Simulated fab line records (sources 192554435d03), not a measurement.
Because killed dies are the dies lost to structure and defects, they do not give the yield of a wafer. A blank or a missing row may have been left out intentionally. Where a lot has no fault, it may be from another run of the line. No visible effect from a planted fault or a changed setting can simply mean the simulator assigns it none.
Problem report in the 8D (eight disciplines) form, filled by code ; flow n5_finfet ; the parts of the form that need people (team, actions taken, sign-off) are left out

1. WHAT IS WRONG
At N5_PASSIVATION_PROBE_49, killed_at_M4_up averages 123 over 6 wafers from 2 lots, while fault-free wafers read 13, standard deviation 5.3. Measured from the usual mean, that is +21 standard deviations.
Earliest sighting: wafer L521.1 on prober-02 at day 17 06:17. The record has a number at this step for 9 wafers belonging to 3 lots. The rule behind "out" and "out of limits": a value lying over 4 standard deviations away from the usual mean. The rest of the wafers with a number are treated as sound.

2. WHAT IT IS, AND WHAT IT ISN'T
question;is;is not
which readings at this step;killed_at_M4_up, defect_limited_yield, killed_dies;killed_at_contacts, killed_at_front_end, killed_open, killed_short
which lots;L521, L525;L512
which wafers of those lots;all that have a number;-
read on which tools;prober-02;prober-01
when;from day 17 06:17;up to then (3 sound wafers)

3. WHAT RULES OUT EACH SUSPECT
Counting: a tool stays on the suspect list if, at a process step up to the reading, it processed all lots that are out and no sound lot following the first of them.
- rie_diel-05 at N5_BEOL_M8_VIA_ETCH_34 (etches SiCOH lowk in C4F6/O2, target depth 125.5 nm, time 50.5 s): kept. It ran every lot that is out, first L521 (day 13 09:31), and no sound lot after that.
- prober-02 at N5_PASSIVATION_PROBE_49: kept. It ran every lot that is out, first L521 (day 17 06:17), and no sound lot after that. Out on those wafers are its own readings of defect_limited_yield, killed_at_M4_up, killed_dies.
After counting, rie_diel-05 at N5_BEOL_M8_VIA_ETCH_34 and prober-02 at N5_PASSIVATION_PROBE_49 remain.

4. THE CAUSE (what the simulator had put in)
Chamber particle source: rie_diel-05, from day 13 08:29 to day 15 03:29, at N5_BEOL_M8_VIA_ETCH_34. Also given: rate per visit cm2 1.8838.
2 suspects survive the count, and this tool is in that group.

5. THE EFFECT CHAIN, in route order
Each row: a reading where the mean over the struck wafers with a number is more than 3 standard deviations away from the usual. Only readings whose record carries a usual standard deviation are examined. hours: median over the lots of the time between each lot's start at the first step of this table that gives one and its start at this step. sigmas: the change, counted in usual standard deviations.
hours;step;reading;usual;on struck wafers;change;sigmas
0;N5_PASSIVATION_PROBE_49;defect_limited_yield;91.4 %;81.7;-9.7;-6.9
0;N5_PASSIVATION_PROBE_49;killed_at_M4_up;13;123;+110;+21
0;N5_PASSIVATION_PROBE_49;killed_dies;102;216;+114;+6.7
0;N5_PASSIVATION_PROBE_49;killed_on_rim;14;28;+14;+3.3
0;N5_PASSIVATION_PROBE_49;sort_bin_5_function;5.1 %;10.4;+5.3;+5.5
0;N5_PASSIVATION_PROBE_49;sort_n_pass;1077;964;-113;-5.4
0;N5_PASSIVATION_PROBE_49;sort_yield_pct;91.3 %;81.7;-9.6;-5.6
Here are the process steps it includes:
- N5_PASSIVATION_PROBE_49

6. WHAT WOULD HAVE CAUGHT IT SOONER
In this record the first reading out of limits was taken at day 17 06:17, 94 hours after the fault began at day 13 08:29.
Tool readings at N5_BEOL_M8_VIA_ETCH_34 with a usual standard deviation given in the record: none out on any struck wafer, hence no alarm at a limit of 4 standard deviations on them.
Each of the lots that are out, 2 in all, had begun N5_BEOL_M8_VIA_ETCH_34 on rie_diel-05 no later than day 17 06:17. A hold on the tool at that time would have spared none of them.
